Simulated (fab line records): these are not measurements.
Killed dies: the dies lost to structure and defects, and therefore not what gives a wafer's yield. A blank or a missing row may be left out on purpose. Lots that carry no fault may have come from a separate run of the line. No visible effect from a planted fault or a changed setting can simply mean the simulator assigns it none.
fab line records || flow n5_finfet
record: {"lots": 4, "wafers": 11, "last_day": 16}
route steps=1938 shown MOL_CONTACT_COAG@620 BEOL_M0_SAQP@632 BEOL_M0@726 BEOL_M4@1111 PASSIVATION@1936
lots with no fault: from the same line, run without faults
start_h: start of the lot's first displayed wafer, in hours after the record's first day || wait_h: hours from the lot's prior step to this one || " identical to the entry in the row above || L1.1+2: several wafers, shown together as one row || - no value present, or no start provided || * or withheld: withheld || < > ~ a bound
route shown NAME@n: a module of which the file shows steps, and the number in the route of the first || usual: mean and standard deviation over wafers with no fault || same: alike in all rows || chamber/n: place in a boat || sites: readings site by site || _std_site: standard deviation across them || _edge_site: mean of outer sites minus mean of inner sites || radius_mm: for every site, how far away it sits from the centre of the wafer || mask NAME#n: copy n || behind: tool/chamber where the wafer was last shaped || hold: the reason the lot was held/the length of the hold in hours/how it ended || device: whichever transistor did not switch (one of n, p or np) || end of line: tests run on the same wafers once the route is complete || a step given without rows: its recipe and nothing more || killed: count of dies lost to structure and defects at first sort (not the wafer's yield) || map: the dies of a wafer, with x for killed, . for not killed, _ for no die there
set.NAME: setting as actually run; set.NAME@STEP: the setting as run at that earlier step || model.NAME: the simulator's own value behind a step, which no gauge read
lots at some steps of the route; a table a step, a row a wafer
services: from which hour (start_h, from the record's first day; less than 0 if before it) a tool's chamber was out of use, for how many hours, and why
== steps ==
step: N5_MOL_CONTACT_COAG_PRECLEAN_138
recipe: {"chemistry": "alkaline_clean", "temp_c": 60, "time_s": 60, "do_ppb": 50}
step: N5_MOL_CONTACT_COAG_SRD_139
recipe: {"dry": "ipa_marangoni", "time_s": 30, "temp_c": 23, "rinse_liquid": "diw"}
step: N5_MOL_CONTACT_COAG_PRE_CLEAN_121
recipe: {"gas": "H2/He", "time_s": "*", "temp_c": "withheld"}
step: N5_MOL_CONTACT_COAG_CVD_140
recipe: {"material": "W", "target_thk_a": 665, "mode": "selective_fill", "temp_c": 300, "time_s": 215}
step: N5_MOL_CONTACT_COAG_PRECLEAN_127
recipe: {"chemistry": "DIW", "time_s": 57.5, "temp_c": 23}
step: N5_MOL_CONTACT_COAG_SRD_128
recipe: {"dry_time_s": 32, "dry": "n2_spin", "spin_rpm": 1500}
step: N5_MOL_CONTACT_COAG_CMP_52
recipe: {"stop_on": "SiO2", "t_overpolish_s": 1.5, "post_cmp_clean": "w_dilute_nh4oh", "down_force_psi": 4, "platen_rpm": 50.289, "pad_velocity_m_s": 1.0006, "target_thk_nm": 66.5}
step: N5_MOL_CONTACT_COAG_ANNEAL_112
recipe: {"temp_c": 400, "time_s": 1800, "ambient": "HPD2", "pressure_atm": 10}
step: N5_BEOL_M0_SAQP_PECVD_00
recipe: {"material": "SiCN", "target_thk_a": 80, "temp_c": "withheld", "precursor": "3MS/NH3", "pressure_torr": 3, "rf_w": 202, "time_s": 14}
usual: {"showerhead_plenum_p_Torr": "3.654/0.013", "throttle_valve_pct": "8.9/0.46"}
{"lot.wafer": "L453.1", "tool": "pecvd-01", "chamber": 1, "start_h": 150.86, "wait_h": 0.2, "showerhead_plenum_p_Torr": 3.653, "since_wet_clean_h": 1761, "throttle_valve_pct": 9.1, "model.SiCN_of_BEOL_M0_SAQP_PECVD_00.thk_nm": 8}
{"lot.wafer": "L453.3", "tool": "pecvd-01", "chamber": 0, "start_h": 150.86, "wait_h": 0.2, "showerhead_plenum_p_Torr": 3.639, "since_wet_clean_h": "-", "throttle_valve_pct": 9.1, "model.SiCN_of_BEOL_M0_SAQP_PECVD_00.thk_nm": 7.8}
{"lot.wafer": "L453.4", "tool": "pecvd-01", "chamber": 1, "start_h": 150.86, "wait_h": 0.2, "showerhead_plenum_p_Torr": 3.644, "since_wet_clean_h": "-", "throttle_valve_pct": 8.9, "model.SiCN_of_BEOL_M0_SAQP_PECVD_00.thk_nm": 8}
{"lot.wafer": "L456.2", "tool": "pecvd-01", "chamber": 2, "start_h": 171.99, "wait_h": 0.2, "showerhead_plenum_p_Torr": 3.650, "since_wet_clean_h": 303, "throttle_valve_pct": 8.6, "model.SiCN_of_BEOL_M0_SAQP_PECVD_00.thk_nm": 8}
{"lot.wafer": "L456.5", "tool": "pecvd-01", "chamber": 1, "start_h": 171.99, "wait_h": 0.2, "showerhead_plenum_p_Torr": 3.656, "since_wet_clean_h": "-", "throttle_valve_pct": 9.0, "model.SiCN_of_BEOL_M0_SAQP_PECVD_00.thk_nm": 8.2}
{"lot.wafer": "L456.6", "tool": "pecvd-01", "chamber": 0, "start_h": 171.99, "wait_h": 0.2, "showerhead_plenum_p_Torr": 3.632, "since_wet_clean_h": "-", "throttle_valve_pct": 9.0, "model.SiCN_of_BEOL_M0_SAQP_PECVD_00.thk_nm": 9.2}
{"lot.wafer": "L459.4", "tool": "pecvd-01", "chamber": 1, "start_h": 184.18, "wait_h": 0.1, "showerhead_plenum_p_Torr": 3.651, "since_wet_clean_h": "-", "throttle_valve_pct": 8.8, "model.SiCN_of_BEOL_M0_SAQP_PECVD_00.thk_nm": 9.6}
{"lot.wafer": "L459.5", "tool": "pecvd-01", "chamber": 0, "start_h": 184.18, "wait_h": 0.1, "showerhead_plenum_p_Torr": 3.632, "since_wet_clean_h": "-", "throttle_valve_pct": 8.9, "model.SiCN_of_BEOL_M0_SAQP_PECVD_00.thk_nm": 8}
{"lot.wafer": "L463.1", "tool": "pecvd-04", "chamber": 1, "start_h": 210.55, "wait_h": 0.2, "showerhead_plenum_p_Torr": 3.661, "since_wet_clean_h": 2002, "throttle_valve_pct": 8.3, "model.SiCN_of_BEOL_M0_SAQP_PECVD_00.thk_nm": 8}
{"lot.wafer": "L463.4", "tool": "pecvd-04", "chamber": 0, "start_h": 210.55, "wait_h": 0.2, "showerhead_plenum_p_Torr": 3.663, "since_wet_clean_h": "-", "throttle_valve_pct": 9.6, "model.SiCN_of_BEOL_M0_SAQP_PECVD_00.thk_nm": 8}
{"lot.wafer": "L463.6", "tool": "pecvd-04", "chamber": 2, "start_h": 210.55, "wait_h": 0.2, "showerhead_plenum_p_Torr": 3.671, "since_wet_clean_h": "-", "throttle_valve_pct": 8.5, "model.SiCN_of_BEOL_M0_SAQP_PECVD_00.thk_nm": 8.2}
step: N5_BEOL_M0_SAQP_ILD_DEP_01
recipe: {"material": "SiOC", "target_thk_a": 454.19, "temp_c": 350, "precursor": "DEMS/O2", "pressure_torr": 5, "rf_w": 500, "time_s": 8.7}
step: N5_BEOL_M0_SAQP_HM_DEP_02
recipe: {"material": "TiN", "target_thk_a": 120, "temp_c": 25, "chamber_pressure_pa": 0.49996}
step: N5_BEOL_M0_SAQP_PECVD_03
recipe: {"material": "SiCN", "target_thk_a": 120, "temp_c": "withheld", "precursor": "3MS/NH3", "pressure_torr": 3, "rf_w": 202, "time_s": 21.1}
step: N5_BEOL_M0_SAQP_PECVD_96
recipe: {"material": "a-Si", "target_thk_a": 450, "temp_c": 350, "precursor": "SiH4/He", "pressure_torr": 3, "rf_w": 100, "time_s": 45.2}
step: N5_BEOL_M0_SAQP_PECVD_97
recipe: {"material": "SiNx", "target_thk_a": 230, "temp_c": 350, "precursor": "SiH4/NH3/N2", "pressure_torr": 1.5, "rf_w": 300, "time_s": 19.9}
step: N5_BEOL_M0_SAQP_PECVD_04
recipe: {"material": "a-Si", "target_thk_a": 600, "temp_c": 350, "precursor": "SiH4/He", "pressure_torr": 3, "rf_w": 100, "time_s": 60.2}
step: N5_BEOL_M0_SAQP_HM_DEP_111
recipe: {"material": "SiO2", "target_thk_a": 120, "temp_c": 400, "precursor": "SiH4/N2O", "pressure_torr": 0.75, "rf_w": 275, "time_s": 7.2}
step: N5_BEOL_M0_SAQP_COAT_81
recipe: {"resist": "SOC", "temp_c": 250, "time_s": 60, "spin_rpm": 1500, "resist_thk_nm": 100}
step: N5_BEOL_M0_SAQP_COAT_82
recipe: {"resist": "SiARC", "temp_c": 220, "time_s": 60, "spin_rpm": 1500, "resist_thk_nm": 30}
step: N5_BEOL_M0_SAQP_COAT_08
recipe: {"resist": "CAR-ArF", "spin_rpm": 1500, "resist_thk_nm": 90}
step: N5_BEOL_M0_SAQP_EBR_10
recipe: {"solvent": "PGMEA", "ebr_width_mm": 1.5}
step: N5_BEOL_M0_SAQP_SOFTBAKE_09
recipe: {"temp_c": 110, "time_s": 60, "resist": "CAR-ArF"}
step: N5_BEOL_M0_SAQP_EXPOSE_11
recipe: {"mask_id": "M0_CORE", "na": 1.35, "source_shape": "dipole", "sigma_inner": 0.538, "sigma_outer": 0.738, "polarization": "te", "target_cd_nm": 42, "dose_mj": 55}
step: N5_BEOL_M0_SAQP_PEB_12
recipe: {"peb_temp_c": "withheld", "peb_time_s": 60, "resist": "CAR-ArF"}
step: N5_BEOL_M0_SAQP_DEVELOP_13
recipe: {"develop_time_s": 30, "developer": "TMAH", "resist": "CAR-ArF", "dev_temp_c": 23, "rinse_liquid": "diw", "dry": "air_spin"}
step: N5_BEOL_M0_SAQP_DESCUM_19
recipe: {"chemistry": "O2", "time_s": 7.9, "source_power_w": 50, "bias_power_w": 20, "pressure_mtorr": 20, "rf_frequency_hz": 2.712e+07, "temp_c": 40, "resist": "CAR-ArF", "o2_flow_sccm": 225}
step: N5_BEOL_M0_SAQP_ETCH_83
recipe: {"chemistry": "CF4", "target": "SiARC", "target_depth_a": 390, "mask_material": "CAR-ArF", "time_s": 65, "ion_energy_ev": 80, "pressure_mtorr": 40, "source_w": 545, "bias_w": 36, "Ar_flow_sccm": 100, "cf4_flow_sccm": 100, "ends": "cleared"}
step: N5_BEOL_M0_SAQP_ETCH_84
recipe: {"chemistry": "N2/H2", "target": "SOC", "target_depth_a": 1000, "overetch_a": 200, "mask_material": "SiARC", "temp_c": 40, "time_s": 150, "ion_energy_ev": 200, "pressure_mtorr": 30, "source_w": 840, "bias_w": 150, "n2_flow_sccm": 200, "h2_flow_sccm": 200}
step: N5_BEOL_M0_SAQP_STRIP_80
recipe: {"chemistry": "N2/H2", "temp_c": 40, "n2_flow_sccm": 200, "h2_flow_sccm": 200, "rf_frequency_hz": 6e+07}
step: N5_BEOL_M0_SAQP_HM_OPEN_112
recipe: {"chemistry": "CHF3/O2", "target": "SiO2", "stop_on": "a-Si", "target_depth_a": 120, "over_etch_frac": 1.25, "mask_material": "SOC", "time_s": 13.5, "pressure_mtorr": 30, "source_w": 650, "bias_w": 170, "Ar_flow_sccm": 200, "CHF3_flow_sccm": 50, "O2_flow_sccm": 5, "ion_energy_ev": 200, "ends": "end_point"}
step: N5_BEOL_M0_SAQP_STRIP_113
recipe: {"chemistry": "CHF3/O2", "resist": "SiARC", "rf_frequency_hz": 6e+07}
step: N5_BEOL_M0_SAQP_MANDREL_ETCH_20
recipe: {"target_depth_a": 600, "chemistry": "HBr/Cl2", "target": "a-Si", "stop_on": "SiNx", "bt_time_s": 10, "mask_material": "SOC", "over_etch_frac": 0.5, "time_s": 30, "pressure_mtorr": 10, "icp_w": 800, "bias_w": 75, "HBr_flow_sccm": 150, "Cl2_flow_sccm": 80, "ends": "end_point"}
step: N5_BEOL_M0_SAQP_STRIP_86
recipe: {"chemistry": "N2/H2", "power_w": 500, "temp_c": 40, "pressure_mtorr": 50, "rf_frequency_hz": 6e+07, "overash_fraction": 0.3, "bias_power_w": 28, "h2_frac": 0.5, "n2_flow_sccm": 300, "h2_flow_sccm": 300}
step: N5_BEOL_M0_SAQP_STRIP_115
recipe: {"chemistry": "post_etch_residue_remover", "time_s": 60, "temp_c": 25, "remover_ph": "withheld", "remover_water_wt_pct": "withheld", "remover_fluoride_wt_pct": "withheld"}
step: N5_BEOL_M0_SAQP_SRD_93
recipe: {"dry": "ipa_marangoni", "time_s": 30, "temp_c": 23, "rinse_liquid": "diw"}
step: N5_BEOL_M0_ETCH_109
recipe: {"chemistry": "CH3F/O2", "target_depth_a": 80, "overetch_a": 24, "target": "SiCN", "time_s": 27.4, "ion_energy_ev": 120, "pressure_mtorr": 30, "source_w": 395, "bias_w": 75, "Ar_flow_sccm": 150, "CH3F_flow_sccm": 30, "O2_flow_sccm": 20}
usual: {"O2_flow_sccm": "20.00/0.066", "drypump_motor_current_A": "5.8/0.38", "oes_product_au": "0.69/0.077", "rf_vpp_V": "297.5/1.6", "showerhead_plenum_p_Torr": "2.01/0.074", "throttle_valve_pct": "16.24/0.16"}
{"lot.wafer": "L453.1", "tool": "rie_diel-02", "chamber": 2, "start_h": 166.02, "wait_h": 0.2, "O2_flow_sccm": 19.97, "drypump_motor_current_A": 5.9, "oes_product_au": 0.63, "rf_hours_counter_h": 165, "rf_vpp_V": 294.0, "showerhead_plenum_p_Torr": 1.92, "throttle_valve_pct": 16.39, "model.etch.depth_nm": 7.937}
{"lot.wafer": "L453.3", "tool": "rie_diel-02", "chamber": 1, "start_h": 166.02, "wait_h": 0.2, "O2_flow_sccm": 19.96, "drypump_motor_current_A": 5.6, "oes_product_au": 0.58, "rf_hours_counter_h": 233, "rf_vpp_V": 293.8, "showerhead_plenum_p_Torr": 1.89, "throttle_valve_pct": 16.40, "model.etch.depth_nm": 7.834}
{"lot.wafer": "L453.4", "tool": "rie_diel-02", "chamber": 3, "start_h": 166.02, "wait_h": 0.2, "O2_flow_sccm": 19.93, "drypump_motor_current_A": 6.3, "oes_product_au": 0.62, "rf_hours_counter_h": 195, "rf_vpp_V": 297.3, "showerhead_plenum_p_Torr": 2.07, "throttle_valve_pct": 16.13, "model.etch.depth_nm": 8.065}
{"lot.wafer": "L456.2", "tool": "rie_diel-04", "chamber": 0, "start_h": 180.05, "wait_h": 0.0, "O2_flow_sccm": 19.98, "drypump_motor_current_A": 5.5, "oes_product_au": 0.77, "rf_hours_counter_h": 24, "rf_vpp_V": 299.0, "showerhead_plenum_p_Torr": 2.15, "throttle_valve_pct": 16.06, "model.etch.depth_nm": 8.081}
{"lot.wafer": "L456.5", "tool": "rie_diel-04", "chamber": 2, "start_h": 180.05, "wait_h": 0.0, "O2_flow_sccm": 20.04, "drypump_motor_current_A": 6.3, "oes_product_au": 0.61, "rf_hours_counter_h": "-", "rf_vpp_V": 298.0, "showerhead_plenum_p_Torr": 1.99, "throttle_valve_pct": 16.57, "model.etch.depth_nm": 8.206}
{"lot.wafer": "L456.6", "tool": "rie_diel-04", "chamber": 3, "start_h": 180.05, "wait_h": 0.0, "O2_flow_sccm": 20.00, "drypump_motor_current_A": 5.5, "oes_product_au": 0.77, "rf_hours_counter_h": "-", "rf_vpp_V": 296.6, "showerhead_plenum_p_Torr": 1.94, "throttle_valve_pct": 16.06, "model.etch.depth_nm": 9.285}
{"lot.wafer": "L459.4", "tool": "rie_diel-03", "chamber": 0, "start_h": 195.24, "wait_h": 0.0, "O2_flow_sccm": 20.01, "drypump_motor_current_A": 5.7, "oes_product_au": 0.87, "rf_hours_counter_h": 12, "rf_vpp_V": 297.0, "showerhead_plenum_p_Torr": 1.97, "throttle_valve_pct": 16.09, "model.etch.depth_nm": 9.566}
{"lot.wafer": "L459.5", "tool": "rie_diel-03", "chamber": 2, "start_h": 195.24, "wait_h": 0.0, "O2_flow_sccm": 19.89, "drypump_motor_current_A": 4.8, "oes_product_au": 0.81, "rf_hours_counter_h": "-", "rf_vpp_V": 295.5, "showerhead_plenum_p_Torr": 1.97, "throttle_valve_pct": 16.15, "model.etch.depth_nm": 7.981}
{"lot.wafer": "L463.1", "tool": "rie_diel-04", "chamber": 0, "start_h": 221.83, "wait_h": 0.1, "O2_flow_sccm": 20.07, "drypump_motor_current_A": 5.5, "oes_product_au": 0.75, "rf_hours_counter_h": 40, "rf_vpp_V": 300.4, "showerhead_plenum_p_Torr": 2.14, "throttle_valve_pct": 16.08, "model.etch.depth_nm": 7.989}
{"lot.wafer": "L463.4", "tool": "rie_diel-04", "chamber": 1, "start_h": 221.83, "wait_h": 0.1, "O2_flow_sccm": 20.03, "drypump_motor_current_A": 5.7, "oes_product_au": 0.64, "rf_hours_counter_h": "-", "rf_vpp_V": 298.8, "showerhead_plenum_p_Torr": 2.08, "throttle_valve_pct": 16.30, "model.etch.depth_nm": 8.029}
{"lot.wafer": "L463.6", "tool": "rie_diel-04", "chamber": 0, "start_h": 221.83, "wait_h": 0.1, "O2_flow_sccm": 20.02, "drypump_motor_current_A": 5.5, "oes_product_au": 0.76, "rf_hours_counter_h": "-", "rf_vpp_V": 300.2, "showerhead_plenum_p_Torr": 2.14, "throttle_valve_pct": 16.10, "model.etch.depth_nm": 8.256}
step: N5_BEOL_M4_RC_MEAS_101
usual: {"DIBL_N": "36.0/1.7", "DIBL_P": "35.8/2", "IOFF_N": "0.15/0.03", "IOFF_P": "0.20/0.037", "ION_N": "670/12", "ION_P": "460/7.2", "SS_N": "71.5/0.68", "SS_P": "73.2/0.65", "VT_N": "250/3.1", "VT_P": "-251/3.4"}
{"lot.wafer": "L453.1", "tool": "prober-01", "chamber": 0, "start_h": 208.96, "wait_h": 0.0, "DIBL_N[mV/V]": 38.7, "DIBL_P[mV/V]": 39.7, "IOFF_N[nA/um]": 0.21, "IOFF_P[nA/um]": 0.25, "ION_N[uA/um]": 689, "ION_P[uA/um]": 466, "SS_N[mV/dec]": 72.3, "SS_P[mV/dec]": 74.0, "VT_N[mV]": 251, "VT_P[mV]": -249}
{"lot.wafer": "L453.3", "tool": "prober-01", "chamber": 0, "start_h": 208.96, "wait_h": 0.0, "DIBL_N[mV/V]": 36.3, "DIBL_P[mV/V]": 37.1, "IOFF_N[nA/um]": 0.17, "IOFF_P[nA/um]": 0.20, "ION_N[uA/um]": 684, "ION_P[uA/um]": 463, "SS_N[mV/dec]": 71.6, "SS_P[mV/dec]": 72.8, "VT_N[mV]": 249, "VT_P[mV]": -251}
{"lot.wafer": "L453.4", "tool": "prober-01", "chamber": 0, "start_h": 208.96, "wait_h": 0.0, "DIBL_N[mV/V]": 37.2, "DIBL_P[mV/V]": 37.7, "IOFF_N[nA/um]": 0.17, "IOFF_P[nA/um]": 0.21, "ION_N[uA/um]": 676, "ION_P[uA/um]": 463, "SS_N[mV/dec]": 71.8, "SS_P[mV/dec]": 73.4, "VT_N[mV]": 252, "VT_P[mV]": -250}
{"lot.wafer": "L456.2", "tool": "prober-01", "chamber": 0, "start_h": 237.66, "wait_h": 0.2, "DIBL_N[mV/V]": 34.9, "DIBL_P[mV/V]": 33.6, "IOFF_N[nA/um]": 0.13, "IOFF_P[nA/um]": 0.19, "ION_N[uA/um]": 654, "ION_P[uA/um]": 455, "SS_N[mV/dec]": 71.2, "SS_P[mV/dec]": 72.4, "VT_N[mV]": 252, "VT_P[mV]": -248}
{"lot.wafer": "L456.5", "tool": "prober-01", "chamber": 0, "start_h": 237.66, "wait_h": 0.2, "DIBL_N[mV/V]": 34.3, "DIBL_P[mV/V]": 33.0, "IOFF_N[nA/um]": 0.12, "IOFF_P[nA/um]": 0.18, "ION_N[uA/um]": 659, "ION_P[uA/um]": 460, "SS_N[mV/dec]": 70.6, "SS_P[mV/dec]": 73.1, "VT_N[mV]": 252, "VT_P[mV]": -251}
{"lot.wafer": "L456.6", "tool": "prober-01", "chamber": 0, "start_h": 237.66, "wait_h": 0.2, "DIBL_N[mV/V]": 36.8, "DIBL_P[mV/V]": 36.2, "IOFF_N[nA/um]": 0.15, "IOFF_P[nA/um]": 0.21, "ION_N[uA/um]": 660, "ION_P[uA/um]": 450, "SS_N[mV/dec]": 71.4, "SS_P[mV/dec]": 73.0, "VT_N[mV]": 250, "VT_P[mV]": -250}
{"lot.wafer": "L459.4", "tool": "prober-01", "chamber": 0, "start_h": 255.48, "wait_h": 0.5, "DIBL_N[mV/V]": 36.6, "DIBL_P[mV/V]": 35.5, "IOFF_N[nA/um]": 0.14, "IOFF_P[nA/um]": 0.19, "ION_N[uA/um]": 663, "ION_P[uA/um]": 456, "SS_N[mV/dec]": 71.4, "SS_P[mV/dec]": 73.0, "VT_N[mV]": 251, "VT_P[mV]": -250}
{"lot.wafer": "L459.5", "tool": "prober-01", "chamber": 0, "start_h": 255.48, "wait_h": 0.5, "DIBL_N[mV/V]": 36.3, "DIBL_P[mV/V]": 35.3, "IOFF_N[nA/um]": 0.14, "IOFF_P[nA/um]": 0.19, "ION_N[uA/um]": 667, "ION_P[uA/um]": 458, "SS_N[mV/dec]": 72.2, "SS_P[mV/dec]": 73.2, "VT_N[mV]": 252, "VT_P[mV]": -251}
{"lot.wafer": "L463.1", "tool": "prober-02", "chamber": 0, "start_h": 281.94, "wait_h": 0.0, "DIBL_N[mV/V]": 33.0, "DIBL_P[mV/V]": 31.7, "IOFF_N[nA/um]": 0.11, "IOFF_P[nA/um]": 0.16, "ION_N[uA/um]": 661, "ION_P[uA/um]": 464, "SS_N[mV/dec]": 70.7, "SS_P[mV/dec]": 71.9, "VT_N[mV]": 253, "VT_P[mV]": -251}
{"lot.wafer": "L463.4", "tool": "prober-02", "chamber": 0, "start_h": 281.94, "wait_h": 0.0, "DIBL_N[mV/V]": 34.2, "DIBL_P[mV/V]": 32.2, "IOFF_N[nA/um]": 0.12, "IOFF_P[nA/um]": 0.16, "ION_N[uA/um]": 659, "ION_P[uA/um]": 452, "SS_N[mV/dec]": 70.9, "SS_P[mV/dec]": 72.3, "VT_N[mV]": 256, "VT_P[mV]": -252}
{"lot.wafer": "L463.6", "tool": "prober-02", "chamber": 0, "start_h": 281.94, "wait_h": 0.0, "DIBL_N[mV/V]": 34.5, "DIBL_P[mV/V]": 33.0, "IOFF_N[nA/um]": 0.12, "IOFF_P[nA/um]": 0.18, "ION_N[uA/um]": 661, "ION_P[uA/um]": 463, "SS_N[mV/dec]": 71.3, "SS_P[mV/dec]": 72.0, "VT_N[mV]": 254, "VT_P[mV]": -250}
step: N5_PASSIVATION_PROBE_49
usual: {"defect_limited_yield": "91.4/1.5", "killed_at_M0_to_M3": "32/9.8", "killed_at_M4_up": "15/5.6", "killed_at_contacts": "12/5.4", "killed_at_front_end": "40/13", "killed_at_other": "3.0/2.1", "killed_dies": "102/17", "killed_open": "67/13", "killed_short": "32/7.1", "sort_bin_5_function": "5.1/0.96", "sort_bin_6_memory": "3.2/0.7", "sort_n_pass": "1078/18", "sort_yield_pct": "91.3/1.5"}
same: {"gross_dies": 1180, "killed_at_back_side": 0, "sort_bin_4_leakage[%]": 0, "sort_bin_8_speed[%]": 0}
{"lot.wafer": "L453.1", "tool": "prober-01", "chamber": "-", "start_h": 315.24, "wait_h": 0.0, "defect_limited_yield[%]": 92.8, "killed_at_M0_to_M3": 22, "killed_at_M4_up": 23, "killed_at_contacts": 8, "killed_at_front_end": 27, "killed_at_other": 5, "killed_dies": 85, "killed_open": 56, "killed_short": 27, "sort_bin_5_function[%]": 4.4, "sort_bin_6_memory[%]": 2.5, "sort_n_pass": 1095, "sort_yield_pct[%]": 92.8}
{"lot.wafer": "L453.3", "tool": "prober-01", "chamber": "-", "start_h": 315.34, "wait_h": 0.1, "defect_limited_yield[%]": 93.1, "killed_at_M0_to_M3": 32, "killed_at_M4_up": 14, "killed_at_contacts": 17, "killed_at_front_end": 15, "killed_at_other": 3, "killed_dies": 81, "killed_open": 51, "killed_short": 30, "sort_bin_5_function[%]": 4.0, "sort_bin_6_memory[%]": 2.7, "sort_n_pass": 1099, "sort_yield_pct[%]": 93.1}
{"lot.wafer": "L453.4", "tool": "prober-01", "chamber": "-", "start_h": 315.39, "wait_h": 0.2, "defect_limited_yield[%]": 93.4, "killed_at_M0_to_M3": 28, "killed_at_M4_up": 14, "killed_at_contacts": 14, "killed_at_front_end": 21, "killed_at_other": 1, "killed_dies": 78, "killed_open": 47, "killed_short": 29, "sort_bin_5_function[%]": 3.7, "sort_bin_6_memory[%]": 2.6, "sort_n_pass": 1102, "sort_yield_pct[%]": 93.4}
{"lot.wafer": "L456.2", "tool": "prober-01", "chamber": "-", "start_h": 347.49, "wait_h": 0.1, "defect_limited_yield[%]": 88.7, "killed_at_M0_to_M3": 35, "killed_at_M4_up": 30, "killed_at_contacts": 22, "killed_at_front_end": 40, "killed_at_other": 6, "killed_dies": 133, "killed_open": 86, "killed_short": 43, "sort_bin_5_function[%]": 6.9, "sort_bin_6_memory[%]": 4.2, "sort_n_pass": 1047, "sort_yield_pct[%]": 88.7}
killed by level:class
L453.1 BEOL_M4:geometric_particle:open=9 MOL_CONTACT_COAG:geometric_particle:open=8 ILD0:geometric_particle:short=6 BEOL_M0_SAQP:geometric_particle:open=6 BEOL_M5:geometric_particle:open=5 ILD0:geometric_particle:open=4 BEOL_M3:geometric_particle:open=4 STARTING-WAFER:geometric_particle:short=4
L453.3 MOL_CONTACT_COAG:geometric_particle:open=12 BEOL_M2:geometric_particle:open=10 BEOL_M0_SAQP:geometric_particle:short=9 BEOL_M0_SAQP:geometric_particle:open=6 BEOL_M4:geometric_particle:open=6 MOL_CONTACT_COAG:geometric_particle:short=5 FIN_SAQP:geometric_particle:short=3 PASS1_CAP:geometric_particle:short=3
L453.4 MOL_CONTACT_COAG:geometric_particle:open=10 BEOL_M1:geometric_particle:open=8 BEOL_M0_SAQP:geometric_particle:short=7 STI_FIN_REVEAL:geometric_particle:open=6 BEOL_M4:geometric_particle:open=5 MOL_CONTACT_COAG:geometric_particle:short=4 BEOL_M2:geometric_particle:open=4 BEOL_M2:geometric_particle:short=4
L456.2 MOL_CONTACT_COAG:geometric_particle:open=17 FIN_SAQP:geometric_particle:short=13 BEOL_M4:geometric_particle:open=10 BEOL_M3:geometric_particle:open=9 BEOL_M0_SAQP:geometric_particle:short=8 BEOL_M1:geometric_particle:open=7 STI_FIN_REVEAL:geometric_particle:open=6 DUMMY_GATE:geometric_particle:open=6
== services ==
{"tool": "rie_diel-03", "chamber": 0, "start_h": 138.96, "hours": "-", "kind": "clean"}
{"tool": "rie_diel-03", "chamber": 0, "start_h": 138.96, "hours": "-", "kind": "consumable_replace:focus_ring"}
{"tool": "rie_diel-03", "chamber": 0, "start_h": 138.96, "hours": 29.5, "kind": "scheduled_down"}
{"tool": "rie_diel-03", "chamber": 0, "start_h": 138.96, "hours": 29.5, "kind": "vent_cycle"}
{"tool": "pecvd-01", "chamber": 2, "start_h": 156.72, "hours": 2.1, "kind": "scheduled_down"}
{"tool": "pecvd-04", "chamber": "-", "start_h": 162.33, "hours": 0.7, "kind": "repair"}
{"tool": "rie_diel-03", "chamber": 2, "start_h": 168.82, "hours": "-", "kind": "clean"}
{"tool": "rie_diel-03", "chamber": 2, "start_h": 168.82, "hours": "-", "kind": "consumable_replace:focus_ring"}
{"tool": "rie_diel-03", "chamber": 2, "start_h": 168.82, "hours": 20.2, "kind": "scheduled_down"}
{"tool": "rie_diel-03", "chamber": 2, "start_h": 168.82, "hours": 20.2, "kind": "vent_cycle"}
{"tool": "pecvd-01", "chamber": 1, "start_h": 194.67, "hours": 2.1, "kind": "scheduled_down"}
{"tool": "rie_diel-03", "chamber": "-", "start_h": 212.07, "hours": 0.1, "kind": "repair"}
{"tool": "rie_diel-04", "chamber": 2, "start_h": 216.41, "hours": "-", "kind": "clean"}
{"tool": "rie_diel-04", "chamber": 2, "start_h": 216.41, "hours": "-", "kind": "consumable_replace:focus_ring"}
{"tool": "rie_diel-04", "chamber": 2, "start_h": 216.41, "hours": 23.9, "kind": "scheduled_down"}
{"tool": "rie_diel-04", "chamber": 2, "start_h": 216.41, "hours": 23.9, "kind": "vent_cycle"}
{"tool": "rie_diel-02", "chamber": 1, "start_h": 219.16, "hours": "-", "kind": "clean"}
{"tool": "rie_diel-02", "chamber": 1, "start_h": 219.16, "hours": "-", "kind": "consumable_replace:focus_ring"}
{"tool": "rie_diel-02", "chamber": 1, "start_h": 219.16, "hours": "-", "kind": "consumable_replace:showerhead"}
{"tool": "rie_diel-02", "chamber": 1, "start_h": 219.16, "hours": 21.4, "kind": "scheduled_down"}
{"tool": "rie_diel-02", "chamber": 1, "start_h": 219.16, "hours": 21.4, "kind": "vent_cycle"}
== key ==
first_sign none at tools or gauges
model_effect: {"step": "N5_BEOL_M0_SAQP_PECVD_00", "value": "SiCN_of_BEOL_M0_SAQP_PECVD_00.thk_nm", "without": 8.2, "struck": 9.4}
model_effect: {"step": "N5_BEOL_M0_ETCH_109", "value": "etch.depth_nm", "without": 8.181, "struck": 9.425}
met_at N5_BEOL_M0_SAQP_PECVD_00
struck_wafers L456.6,L459.4
onset_between 150.86 171.99
fault: {"kind": "process_parameter_drift", "tool": "pecvd-01", "chamber": "-", "onset_h": 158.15, "steps": "N5_BEOL_M0_SAQP_PECVD_00", "channel": "time_s", "offset": "*", "shape": "step", "end_h": 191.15, "scope": "struck_wafers_only", "acts_in": "*", "stated": "*"}
